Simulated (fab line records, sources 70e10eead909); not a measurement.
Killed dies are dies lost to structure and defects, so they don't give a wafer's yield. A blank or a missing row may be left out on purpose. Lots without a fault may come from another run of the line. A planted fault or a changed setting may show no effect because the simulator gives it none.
fab line records | flow nand_harc
record lots=24 wafers=72 last_day=34
route steps=1302 shown A_BLC@1124 A_M0@1149
lots that met no fault: from a run of the same line without faults
start_h: hours from the record's first day to the start of the lot's first wafer shown | wait_h: hours since the lot's step before | " the same as in the row above | L1.1+2: a row that stands for several wafers | - no value, or no start given | * or withheld: withheld | < > ~ a bound
route shown NAME@n: a module of which the file shows steps, and the number in the route of the first | usual: mean/standard deviation of fault-free wafers | same: alike in all rows | chamber/n: place in a boat | sites: the reading at each site | _std_site: their standard deviation | _edge_site: outer sites' mean less inner sites' | radius_mm: how far each site lies from the wafer's centre | mask NAME#n: copy n | behind: the tool/chamber that last shaped the wafer | hold: why the lot was held/for how many hours/how that ended | device: the transistor (n, p or np) that didn't switch | end of line: the same wafers' tests at the end of the route | a step without rows: its recipe alone | killed: dies lost to structure and defects at the first sort, not the wafer's yield | map: a wafer's dies, x killed, . not, _ none there
set.NAME: the setting as run; set.NAME@STEP: as run at that earlier step | model.NAME: the simulator's own value behind a step, which no gauge read
steps of the route over a sample of lots; a table a step, a row a wafer
services: from which hour (start_h, from the record's first day; less than 0 if before it) a tool's chamber was out of use, for how many hours, and why
## steps
# step NHARC_A_BLC_CD_MEAS_19
# usual cd_nm=99.4/1.8
# columns lot.wafer tool chamber start_h wait_h cd_nm
L074.2 cd_sem-02 - 509.86 - 102.1
L074.5 " - " " 100.3
L074.6 " - " " 100.9
L075.2 cd_sem-01 - 525.47 - 102.4
L075.5 " - " " 98.7
L075.6 " - " " 99.5
L076.1 cd_sem-03 - 545.47 - 99.7
L076.2 " - " " 101.7
L076.6 " - " " 100.3
L077.1 cd_sem-02 - 550.11 - 99.1
L077.3 " - " " 99.1
L077.5 " - " " 101.2
L078.2 cd_sem-01 - 552.06 - 100.8
L078.3 " - " " 96.7
L078.4 " - " " 99.6
L080.3 cd_sem-03 - 585.61 - 99.6
L080.5 " - " " 95.8
L080.6 " - " " 100.8
L079.2 cd_sem-01 - 586.26 - 99.3
L079.3 " - " " 97.2
L079.4 " - " " 100.3
L081.4 cd_sem-02 - 589.14 - 100.7
L081.5 " - " " 101.4
L081.6 " - " " 101.4
L082.1 cd_sem-03 - 600.76 - 101.5
L082.2 " - " " 98.4
L082.4 " - " " 97.6
L083.2 cd_sem-01 - 608.76 - 99.3
L083.3 " - " " 100.8
L083.6 " - " " 99.3
L085.1 cd_sem-01 - 622.76 - 97.4
L085.3 " - " " 99.4
L085.6 " - " " 98.8
L084.2 cd_sem-01 - 627.31 - 101.9
L084.4 " - " " 99.2
L084.5 " - " " 96.5
L086.2 cd_sem-01 - 635.04 - 96.5
L086.4 " - " " 97.7
L086.5 " - " " 101.9
L087.1 cd_sem-03 - 647.22 - 101.1
L087.3 " - " " 96.9
L087.4 " - " " 100.9
L088.1 cd_sem-01 - 648.43 - 100.2
L088.5 " - " " 99.2
L088.6 " - " " 97.4
L090.1 cd_sem-03 - 664.17 - 97.0
L090.4 " - " " 99.1
L090.6 " - " " 99.1
L089.1 cd_sem-03 - 668.62 - 98.4
L089.4 " - " " 99.2
L089.5 " - " " 97.5
L092.2 cd_sem-03 - 692.44 - 98.1
L092.4 " - " " 99.8
L092.5 " - " " 100.5
L091.2 cd_sem-01 - 702.61 - 100.5
L091.3 " - " " 98.4
L091.6 " - " " 97.5
L094.1 cd_sem-02 - 715.35 - 98.6
L094.4 " - " " 98.2
L094.6 " - " " 98.4
L093.4 cd_sem-01 - 718.93 - 99.3
L093.5 " - " " 104.4
L093.6 " - " " 100.0
L095.1 cd_sem-02 - 735.48 - 99.9
L095.3 " - " " 100.2
L095.6 " - " " 101.6
L096.1 cd_sem-02 - 752.60 - 98.5
L096.4 " - " " 100.4
L096.6 " - " " 98.3
L097.2 cd_sem-01 - 767.09 - 100.8
L097.3 " - " " 98.5
L097.5 " - " " 97.9
# step NHARC_A_BLC_STRIP_21
# recipe o2_flow_sccm=500 ar_flow_sccm=0 bias_w=0 chemistry=O2
# usual drypump_motor_current_A=5.58/0.3 oes_product_au=1.001/0.0099 rf_vpp_V=57.7/0.89 showerhead_plenum_p_Torr=3.54/0.099 throttle_valve_pct=17.036/0.009
# columns lot.wafer tool chamber start_h wait_h drypump_motor_current_A oes_product_au rf_hours_counter_h rf_vpp_V showerhead_plenum_p_Torr throttle_valve_pct
L074.2 rie_diel-01 1 510.06 0.1 5.22 1.009 6 57.9 3.47 17.036
L074.5 " 2 " " 5.50 0.992 - 56.9 3.56 17.043
L074.6 " 3 " " 5.90 0.995 - 57.9 3.41 17.025
L075.2 rie_diel-11 2 525.66 0.1 5.20 1.010 8 57.1 3.57 17.028
L075.5 " 1 " " 5.88 1.004 - 57.4 3.64 17.033
L075.6 " 2 " " 5.20 1.010 - 59.3 3.57 17.027
L076.2 rie_diel-11 2 545.65 0.1 5.18 1.006 10 56.4 3.57 17.025
L076.1 " 0 " " 5.69 0.991 9 57.6 3.42 17.037
L076.6 " 3 " " 5.48 0.991 - 58.1 3.51 17.022
L077.3 rie_diel-11 1 550.33 0.1 5.87 1.008 10 57.7 3.64 17.028
L077.1 " 2 " " 5.18 1.014 10 56.3 3.57 17.035
L077.5 " 1 " " 5.86 1.016 - 58.7 3.64 17.027
L078.4 rie_diel-11 3 552.24 0.1 5.46 0.998 10 57.9 3.51 17.034
L078.2 " 1 " " 5.88 1.004 10 56.5 3.64 17.039
L078.3 " 2 " " 5.19 1.012 11 56.9 3.57 17.032
L080.3 rie_diel-11 0 585.79 0.1 5.66 0.992 11 56.4 3.42 17.036
L080.6 " 3 " " 5.45 0.995 - 56.8 3.51 17.049
L080.5 " 0 " " 5.67 0.992 - 56.6 3.42 17.045
L079.2 rie_diel-11 2 586.44 0.1 5.17 1.013 13 57.3 3.57 17.021
L079.3 " 0 " " 5.68 0.996 11 57.5 3.42 17.034
L079.4 " 1 " " 5.85 1.008 12 57.5 3.64 17.033
L081.4 rie_diel-11 2 589.31 0.1 5.16 1.015 13 60.3 3.57 17.048
L081.6 " 2 " " 5.16 1.003 - 57.2 3.57 17.051
L081.5 " 3 " " 5.47 0.986 - 57.7 3.51 17.036
L082.2 rie_diel-01 3 600.94 0.1 5.88 0.990 3 57.2 3.40 17.033
L082.1 " 1 " " 5.21 0.984 3 58.1 3.46 17.019
L082.4 " 2 " " 5.49 0.995 3 58.7 3.56 17.041
L083.3 rie_diel-01 3 608.96 0.1 5.91 0.986 4 56.3 3.40 17.056
L083.2 " 0 " " 5.86 1.009 4 60.2 3.72 17.031
L083.6 " 2 " " 5.51 0.996 - 59.2 3.56 17.021
L085.1 rie_diel-11 3 622.95 0.1 5.47 0.999 1 57.1 3.51 17.035
L085.3 " 0 " " 5.66 0.996 1 56.8 3.41 17.039
L085.6 " 2 " " 5.19 1.009 - 58.2 3.57 17.035
L084.4 rie_diel-11 2 627.49 0.1 5.18 1.004 1 58.1 3.57 17.028
L084.2 " 3 " " 5.45 0.998 1 58.0 3.51 17.031
L084.5 " 2 " " 5.17 1.010 - 58.0 3.57 17.032
L086.4 rie_diel-11 1 635.22 0.1 5.87 1.002 2 58.0 3.64 17.036
L086.2 " 3 " " 5.43 0.994 2 57.0 3.51 17.043
L086.5 " 2 " " 5.16 1.024 - 58.4 3.56 17.028
L087.3 rie_diel-01 3 647.40 0.1 5.88 1.009 6 57.7 3.40 17.050
L087.1 " 0 " " 5.83 1.008 6 59.5 3.72 17.047
L087.4 " 2 " " 5.49 0.989 6 57.9 3.56 17.032
L088.1 rie_diel-01 3 648.63 0.1 5.91 0.999 6 56.5 3.40 17.031
L088.5 " 1 " " 5.22 1.001 - 58.9 3.46 17.030
L088.6 " 2 " " 5.46 0.991 - 58.2 3.55 17.032
L090.1 rie_diel-11 3 664.37 0.1 5.46 0.993 4 56.2 3.51 17.043
L090.4 " 0 " " 5.66 1.006 5 56.9 3.41 17.025
L090.6 " 2 " " 5.17 1.022 - 57.5 3.56 17.050
L089.4 rie_diel-01 1 668.81 0.1 5.21 0.991 7 58.8 3.46 17.028
L089.1 " 3 " " 5.90 0.998 7 57.1 3.40 17.027
L089.5 " 1 " " 5.21 0.996 - 56.8 3.46 17.039
L092.2 rie_diel-11 3 692.63 0.1 5.39 1.003 6 59.1 3.50 17.029
L092.4 " 1 " " 5.86 1.006 6 57.0 3.63 17.047
L092.5 " 2 " " 5.14 1.022 - 58.8 3.56 17.028
L091.3 rie_diel-01 3 702.78 0.1 5.91 0.985 9 56.8 3.40 17.040
L091.2 " 1 " " 5.23 0.983 8 56.2 3.46 17.035
L091.6 " 3 " " 5.91 0.987 - 56.5 3.40 17.031
L094.1 rie_diel-11 1 715.54 0.1 5.86 1.003 8 57.6 3.63 17.042
L094.4 " 2 " " 5.18 1.003 8 57.6 3.56 17.025
L094.6 " 1 " " 5.88 1.008 - 58.4 3.63 17.051
L093.4 rie_diel-05 1 719.13 0.1 6.08 1.009 36 57.3 3.39 17.032
L093.5 " 2 " " 6.13 0.987 - 56.5 3.33 17.047
L093.6 " 3 " " 6.40 0.996 - 57.4 3.75 17.025
L095.1 rie_diel-11 2 735.67 0.1 5.19 1.017 9 57.4 3.56 17.027
L095.3 " 0 " " 5.67 0.998 10 57.2 3.41 17.046
L095.6 " 2 " " 5.16 1.010 - 58.2 3.56 17.026
L096.1 rie_diel-11 1 752.79 0.1 5.89 1.009 11 59.6 3.63 17.030
L096.4 " 2 " " 5.19 1.010 10 57.5 3.56 17.024
L096.6 " 0 " " 5.66 0.994 - 58.4 3.41 17.049
L097.3 rie_diel-11 3 767.29 0.1 5.41 1.014 12 58.6 3.50 17.038
L097.2 " 1 " " 5.86 1.007 12 57.3 3.63 17.042
L097.5 " 1 " " 5.86 1.006 - 58.5 3.63 17.031
# step NHARC_A_BLC_ALD_23
# recipe target_thk_a=30 pulse_time_s=1 ald_cycles=150 temp_c=450 material=TiN
# usual heater_power_w=1071/110 precursor_pulse_height_rel=1.000/0.021 susceptor_temp_C=449.97/0.26
# same pulse_time_s=1
# columns lot.wafer tool chamber start_h wait_h heater_power_w precursor_pulse_height_rel since_wet_clean_h susceptor_temp_C
L074.2 ald_metal-01 3 510.75 - 1134 0.978 153 449.61
L074.6 " 1 " " 982 0.996 - 449.91
L074.5 " 2 " " 1246 0.989 - 450.16
L075.2 ald_metal-03 1 526.36 - 996 0.999 126 449.91
L075.6 " 2 " " 972 0.977 - 450.06
L075.5 " 3 " " 986 1.001 - 449.85
L076.2 ald_metal-02 0 546.38 - 847 1.017 104 450.13
L076.1 " 2 " " 1117 1.038 104 450.18
L076.6 " 0 " " 832 0.978 - 450.08
L077.3 ald_metal-03 0 551.04 - 1058 1.005 151 449.83
L077.1 " 1 " " 1029 0.994 151 449.82
L077.5 " 3 " " 940 1.032 - 450.09
L078.3 ald_metal-01 1 552.90 - 1003 0.978 17 450.16
L078.2 " 2 " " 1227 0.997 17 449.78
L078.4 " 0 " " 1182 1.012 17 450.09
L080.3 ald_metal-01 3 586.44 - 1069 0.978 50 450.10
L080.5 " 3 " " 1095 1.000 - 449.28
L080.6 " 0 " " 1207 1.011 - 450.13
L079.3 ald_metal-03 1 587.11 - 1057 1.007 9 450.60
L079.2 " 2 " " 1047 1.012 9 449.67
L079.4 " 3 " " 980 0.950 9 449.79
L081.4 ald_metal-02 1 589.99 - 1071 1.020 148 450.60
L081.5 " 0 " " 858 1.011 - 450.03
L081.6 " 1 " " 1105 0.968 - 450.14
L082.1 ald_metal-02 1 601.63 - 1089 0.976 160 449.69
L082.4 " 2 " " 1086 0.972 160 450.15
L082.2 " 3 " " 1089 0.984 160 449.98
L083.3 ald_metal-01 1 609.62 - 999 0.993 74 450.05
L083.2 " 2 " " 1233 1.014 74 450.43
L083.6 " 1 " " 980 0.955 - 450.09
L085.3 ald_metal-02 3 623.60 - 1201 1.035 4 449.97
L085.1 " 0 " " 856 1.000 4 449.91
L085.6 " 0 " " 856 0.982 - 449.93
L084.4 ald_metal-03 0 628.15 - 1044 0.953 50 449.90
L084.2 " 1 " " 1090 1.034 50 450.09
L084.5 " 0 " " 1047 0.978 - 449.63
L086.4 ald_metal-02 1 635.88 - 1130 1.013 16 449.99
L086.2 " 2 " " 1046 1.004 16 449.56
L086.5 " 2 " " 1040 0.973 - 449.89
L087.4 ald_metal-03 3 648.06 - 975 0.986 70 449.75
L087.1 " 0 " " 1032 0.996 70 449.92
L087.3 " 1 " " 1066 0.984 70 450.05
L088.1 ald_metal-01 2 649.33 - 1236 1.019 113 449.67
L088.5 " 3 " " 1092 1.007 - 450.08
L088.6 " 0 " " 1192 0.993 - 450.19
L090.4 ald_metal-02 0 665.09 - 835 1.005 45 449.78
L090.1 " 1 " " 1156 0.971 45 449.87
L090.6 " 3 " " 1170 1.004 - 450.12
L089.1 ald_metal-02 1 669.46 - 1127 1.002 49 449.75
L089.4 " 2 " " 1012 1.045 50 449.83
L089.5 " 2 " " 1049 0.982 - 449.71
L092.2 ald_metal-01 1 693.28 - 1021 0.992 157 450.29
L092.4 " 3 " " 1093 1.008 157 450.30
L092.5 " 2 " " 1252 0.990 - 449.51
L091.2 ald_metal-02 3 703.48 - 1192 1.023 84 450.03
L091.3 " 0 " " 856 0.955 84 450.00
L091.6 " 2 " " 1026 1.015 - 450.23
L094.1 ald_metal-02 1 716.21 - 1138 0.995 96 449.93
L094.4 " 2 " " 1041 1.006 96 450.04
L094.6 " 0 " " 854 0.977 - 449.78
L093.6 ald_metal-01 2 719.84 - 1188 0.996 - 449.72
L093.5 " 0 " " 1224 0.996 - 449.84
L093.4 " 1 " " 956 1.021 - 449.92
L095.3 ald_metal-01 0 736.32 - 1225 1.014 22 449.91
L095.1 " 1 " " 991 1.024 22 449.78
L095.6 " 1 " " 957 0.981 - 450.01
L096.1 ald_metal-02 3 753.47 - 1203 1.032 134 450.03
L096.6 " 2 " " 1035 1.043 - 449.71
L096.4 " 3 " " 1188 0.988 - 450.30
L097.3 ald_metal-01 0 767.97 - 1193 0.996 54 449.87
L097.2 " 2 " " 1202 1.024 54 449.95
L097.5 " 1 " " 948 0.968 - 450.16
# step NHARC_A_M0_INSPECT_11
# usual raw_defect_count=88/39
# columns lot.wafer tool chamber start_h wait_h raw_defect_count
L074.2 defect_inspect-02 - 512.91 0.0 57
L074.5 " - " " 61
L074.6 " - " " 57
L075.2 defect_inspect-02 - 528.47 0.0 78
L075.5 " - " " 73
L075.6 " - " " 76
L076.1 defect_inspect-02 - 548.48 0.0 100
L076.2 " - " " 109
L076.6 " - " " 101
L077.1 defect_inspect-01 - 553.39 0.0 128
L077.3 " - " " 83
L077.5 " - " " 130
L078.2 defect_inspect-02 - 555.07 0.0 55
L078.3 " - " " 59
L078.4 " - " " 67
L080.3 defect_inspect-01 - 588.61 0.0 128
L080.5 " - " " 116
L080.6 " - " " 121
L079.2 defect_inspect-02 - 589.26 0.0 87
L079.3 " - " " 74
L079.4 " - " " 92
L081.4 defect_inspect-01 - 592.01 0.0 123
L081.5 " - " " 133
L081.6 " - " " 124
L082.1 defect_inspect-02 - 603.77 0.0 32
L082.2 " - " " 29
L082.4 " - " " 35
L083.2 defect_inspect-02 - 611.77 0.0 149
L083.3 " - " " 133
L083.6 " - " " 155
L085.1 defect_inspect-02 - 625.76 0.0 61
L085.3 " - " " 67
L085.6 " - " " 81
L084.2 defect_inspect-02 - 630.31 0.0 34
L084.4 " - " " 37
L084.5 " - " " 29
L086.2 defect_inspect-02 - 638.04 0.0 159
L086.4 " - " " 154
L086.5 " - " " 137
L087.1 defect_inspect-02 - 650.38 0.0 38
L087.3 " - " " 28
L087.4 " - " " 27
L088.1 defect_inspect-01 - 651.47 0.0 106
L088.5 " - " " 109
L088.6 " - " " 104
L090.1 defect_inspect-02 - 667.09 0.0 113
L090.4 " - " " 115
L090.6 " - " " 102
L089.1 defect_inspect-01 - 671.67 0.0 59
L089.4 " - " " 68
L089.5 " - " " 61
L092.2 defect_inspect-02 - 695.31 0.0 160
L092.4 " - " " 139
L092.5 " - " " 150
L091.2 defect_inspect-02 - 705.63 0.0 27
L091.3 " - " " 49
L091.6 " - " " 33
L094.1 defect_inspect-02 - 718.66 0.0 38
L094.4 " - " " 43
L094.6 " - " " 43
L093.4 defect_inspect-01 - 721.87 0.0 144
L093.5 " - " " 106
L093.6 " - " " 128
L095.1 defect_inspect-02 - 738.95 0.0 70
L095.3 " - " " 65
L095.6 " - " " 64
L096.1 defect_inspect-01 - 755.64 0.0 112
L096.4 " - " " 82
L096.6 " - " " 112
L097.2 defect_inspect-01 - 770.15 0.0 105
L097.3 " - " " 116
L097.5 " - " " 104
# step NHARC_A_M0_DESCUM_14
# recipe time_s=3 o2_flow_sccm=200 ar_flow_sccm=0 bias_power_w=0 chemistry=O2
# usual drypump_motor_current_A=5.7/0.31 oes_product_au=1.002/0.013 rf_vpp_V=57.8/1 showerhead_plenum_p_Torr=1.92/0.095 throttle_valve_pct=11.311/0.0097
# columns lot.wafer tool chamber start_h wait_h drypump_motor_current_A oes_product_au rf_hours_counter_h rf_vpp_V showerhead_plenum_p_Torr throttle_valve_pct
L074.2 rie_diel-03 0 512.97 0.1 5.7 0.973 2.1 57.2 1.84 11.301
L074.6 " 0 " " 5.7 0.979 - 57.3 1.84 11.294
L074.5 " 1 " " 5.8 0.996 - 58.8 2.04 11.318
L075.2 rie_diel-03 1 528.55 0.1 5.8 0.992 3.2 59.5 2.04 11.305
L075.6 " 2 " " 5.5 1.003 - 57.3 1.91 11.314
L075.5 " 3 " " 6.2 1.001 - 58.7 2.05 11.309
L076.2 rie_diel-03 2 548.54 0.1 5.5 1.006 4.5 57.0 1.91 11.294
L076.1 " 1 " " 5.8 0.985 4.2 56.6 2.04 11.313
L076.6 " 3 " " 6.2 1.001 - 59.4 2.05 11.323
L077.3 rie_diel-02 0 553.46 0.1 5.1 0.994 10.1 56.3 1.79 11.320
L077.1 " 1 " " 5.5 0.995 10.0 57.3 1.83 11.318
L077.5 " 3 " " 5.8 1.006 - 58.3 1.79 11.317
L078.2 rie_diel-03 0 555.13 0.1 5.7 0.984 4.7 57.9 1.84 11.312
L078.3 " 1 " " 5.8 0.995 4.7 57.8 2.04 11.326
L078.4 " 3 " " 6.2 1.004 4.5 56.3 2.05 11.322
L080.3 rie_diel-03 0 588.68 0.1 5.7 0.969 6.2 57.7 1.84 11.307
L080.5 " 0 " " 5.7 0.978 - 57.0 1.84 11.308
L080.6 " 1 " " 5.8 0.989 - 57.7 2.04 11.321
L079.3 rie_diel-02 0 589.32 0.1 5.1 0.998 0.8 58.0 1.79 11.316
L079.2 " 1 " " 5.5 0.995 0.8 55.8 1.83 11.308
L079.4 " 2 " " 6.2 1.012 0.8 58.6 1.96 11.308
L081.4 rie_diel-06 2 592.09 0.1 5.8 1.011 6.2 57.4 1.96 11.306
L081.5 " 1 " " 5.9 0.998 - 57.9 2.03 11.309
L081.6 " 2 " " 5.8 1.006 - 59.2 1.96 11.308
L082.2 rie_diel-06 3 603.83 0.1 5.4 1.003 3.0 57.6 1.88 11.313
L082.1 " 0 " " 5.5 0.987 3.3 58.1 1.84 11.316
L082.4 " 2 " " 5.8 1.011 6.5 58.2 1.96 11.328
L083.2 rie_diel-03 3 611.83 0.1 6.1 1.012 7.7 57.0 2.05 11.314
L083.3 " 2 " " 5.5 1.008 7.8 58.8 1.91 11.309
L083.6 " 3 " " 6.2 1.016 - 58.0 2.05 11.305
L085.3 rie_diel-02 1 625.82 0.1 5.5 0.983 2.0 58.1 1.83 11.319
L085.1 " 2 " " 6.2 1.013 3.0 58.3 1.96 11.312
L085.6 " 2 " " 6.2 1.008 - 57.4 1.96 11.316
L084.2 rie_diel-06 0 630.37 0.1 5.5 0.985 4.9 57.1 1.84 11.295
L084.4 " 2 " " 5.8 1.007 7.9 58.8 1.96 11.311
L084.5 " 3 " " 5.4 1.007 - 58.1 1.88 11.322
L086.2 rie_diel-02 1 638.10 0.1 5.5 0.988 3.1 57.6 1.83 11.315
L086.5 " 1 " " 5.5 0.983 - 58.4 1.83 11.320
L086.4 " 0 " " 5.1 1.027 - 58.6 1.79 11.302
L087.3 rie_diel-03 1 650.44 0.1 5.8 0.998 0.5 57.7 2.04 11.301
L087.4 " 2 " " 5.5 1.012 0.5 58.2 1.91 11.304
L087.1 " 3 " " 6.2 1.011 0.9 59.3 2.05 11.304
L088.1 rie_diel-02 1 651.54 0.1 5.5 0.983 4.3 57.1 1.83 11.320
L088.6 " 0 " " 5.1 1.013 - 57.9 1.79 11.304
L088.5 " 1 " " 5.5 0.992 - 57.7 1.83 11.323
L090.1 rie_diel-03 0 667.16 0.1 5.7 0.981 2.1 57.2 1.83 11.318
L090.6 " 3 " " 6.2 1.013 - 59.0 2.04 11.291
L090.4 " 2 " " 5.5 1.009 - 56.9 1.91 11.300
L089.1 rie_diel-02 1 671.75 0.1 5.5 1.001 5.3 57.4 1.82 11.301
L089.4 " 1 " " 5.5 0.998 - 56.1 1.82 11.298
L089.5 " 1 " " 5.5 1.006 - 58.9 1.82 11.311
L092.4 rie_diel-03 0 695.39 0.1 5.6 0.989 3.9 58.1 1.83 11.316
L092.2 " 1 " " 5.8 0.995 2.6 58.3 2.04 11.318
L092.5 " 3 " " 6.2 1.009 - 58.5 2.04 11.304
L091.3 rie_diel-06 1 705.69 0.1 5.8 0.997 1.3 59.7 2.03 11.311
L091.2 " 3 " " 5.4 1.000 1.3 57.9 1.88 11.316
L091.6 " 2 " " 5.8 0.993 - 56.3 1.95 11.309
L094.1 rie_diel-06 1 718.73 0.1 5.8 1.005 2.2 57.7 2.03 11.318
L094.4 " 3 " " 5.4 0.998 2.1 56.8 1.88 11.301
L094.6 " 0 " " 5.5 0.992 - 59.7 1.84 11.316
L093.4 rie_diel-06 3 721.96 0.1 5.4 0.996 2.2 57.5 1.88 11.318
L093.5 " 0 " " 5.5 0.991 - 57.9 1.84 11.327
L093.6 " 1 " " 5.8 1.015 - 58.8 2.03 11.322
L095.3 rie_diel-03 2 739.04 0.1 5.5 1.022 5.5 57.9 1.90 11.302
L095.1 " 1 " " 5.8 1.015 5.3 58.2 2.04 11.322
L095.6 " 3 " " 6.2 1.026 - 58.4 2.04 11.323
L096.1 rie_diel-03 3 755.70 0.1 6.1 1.029 7.5 57.6 2.04 11.304
L096.4 " 1 " " 5.8 1.007 7.0 58.1 2.04 11.324
L096.6 " 3 " " 6.1 1.021 - 59.2 2.04 11.317
L097.2 rie_diel-03 0 770.22 0.1 5.7 1.003 9.5 57.4 1.83 11.308
L097.3 " 2 " " 5.5 1.025 7.7 55.3 1.90 11.334
L097.5 " 3 " " 6.1 1.013 - 56.9 2.04 11.305
# step NHARC_A_M0_PRE_CLEAN_29
# recipe time_s=30 temp_c=280 gas=H2/He
# usual heater_power_w=418/39 susceptor_temp_C=280.03/0.18
# columns lot.wafer tool chamber start_h wait_h heater_power_w susceptor_temp_C
L074.2 pvd_sputter-01 - - - 407 280.03
L074.6 " - " " 456 280.03
L074.5 " - " " 409 280.12
L075.2 pvd_sputter-02 - - - 463 279.76
L075.5 " - " " 483 280.38
L075.6 " - " " 378 279.80
L076.2 pvd_sputter-01 - - - 464 -
L076.1 " - " " 372 -
L076.6 " - " " 378 -
L077.3 pvd_sputter-03 - - - 486 280.07
L077.1 " - " " 397 280.05
L077.5 " - " " 504 280.20
L078.3 pvd_sputter-03 - - - 400 279.88
L078.4 " - " " 495 279.99
L078.2 " - " " 384 280.07
L080.3 pvd_sputter-02 - - - 385 280.01
L080.5 " - " " 414 280.28
L080.6 " - " " 424 280.14
L079.3 pvd_sputter-02 - - - 413 279.87
L079.2 " - " " 472 279.84
L079.4 " - " " 368 279.69
L081.4 pvd_sputter-03 - - - 501 -
L081.6 " - " " 433 -
L081.5 " - " " 504 -
L082.4 pvd_sputter-02 - - - 465 280.07
L082.1 " - " " 387 280.24
L082.2 " - " " 425 279.89
L083.3 pvd_sputter-03 - - - 398 279.84
L083.2 " - " " 505 279.93
L083.6 " - " " 390 279.84
L085.1 pvd_sputter-02 - - - 412 279.94
L085.3 " - " " 483 280.33
L085.6 " - " " 422 279.88
L084.4 pvd_sputter-02 - - - 369 279.96
L084.2 " - " " 461 280.10
L084.5 " - " " 379 280.13
L086.4 pvd_sputter-02 - - - 422 280.21
L086.2 " - " " 418 280.10
L086.5 " - " " 380 280.06
L087.4 pvd_sputter-02 - - - 405 -
L087.3 " - " " 374 -
L087.1 " - " " 439 -
L088.1 pvd_sputter-02 - - - 469 -
L088.5 " - " " 469 -
L088.6 " - " " 374 -
L090.1 pvd_sputter-02 - - - 480 279.88
L090.4 " - " " 370 279.94
L090.6 " - " " 403 280.30
L089.4 pvd_sputter-03 - - - 398 279.69
L089.1 " - " " 424 280.14
L089.5 " - " " 379 280.06
L092.2 pvd_sputter-01 - - - 381 279.80
L092.4 " - " " 450 280.56
L092.5 " - " " 381 280.18
L091.2 pvd_sputter-01 - - - 391 -
L091.3 " - " " 362 -
L091.6 " - " " 378 -
L094.4 pvd_sputter-01 - - - 413 -
L094.1 " - " " 380 -
L094.6 " - " " 453 -
L093.4 pvd_sputter-01 - - - 417 280.21
L093.5 " - " " 362 280.09
L093.6 " - " " 458 279.98
L095.1 pvd_sputter-01 - - - 379 279.85
L095.3 " - " " 362 280.22
L095.6 " - " " 418 280.20
L096.4 pvd_sputter-01 - - - 358 280.29
L096.1 " - " " 451 279.80
L096.6 " - " " 355 280.18
L097.2 pvd_sputter-02 - - - 474 279.84
L097.3 " - " " 404 280.12
L097.5 " - " " 369 279.94
## services
# columns tool chamber start_h hours kind
ald_metal-01 0 501.91 16.5 repair
pvd_sputter-02 - 514.88 1.3 repair
ald_metal-01 - 526.00 10.0 pm
rie_diel-11 0 547.04 3.9 repair
pvd_sputter-01 - 565.91 27.1 repair
rie_diel-03 2 584.97 7.5 repair
pvd_sputter-01 - 593.01 10.0 pm
rie_diel-11 - 609.50 9.0 pm
ald_metal-02 - 610.00 10.0 pm
rie_diel-03 - 635.30 9.0 pm
pvd_sputter-02 - 639.67 10.0 pm
ald_metal-02 0 639.98 14.1 repair
rie_diel-03 1 664.96 4.9 repair
rie_diel-03 3 688.27 2.8 repair
ald_metal-02 - 696.47 4.5 repair
ald_metal-01 - 704.00 10.0 pm
rie_diel-03 3 704.20 15.2 repair
rie_diel-11 - 738.22 0.6 repair
ald_metal-02 0 745.51 25.1 repair
ald_metal-02 1 745.88 3.5 repair
rie_diel-11 0 753.48 14.8 repair
ald_metal-01 0 757.17 3.0 repair
pvd_sputter-01 - 758.24 1.0 repair
pvd_sputter-02 - 768.80 4.0 repair
## key
fault none
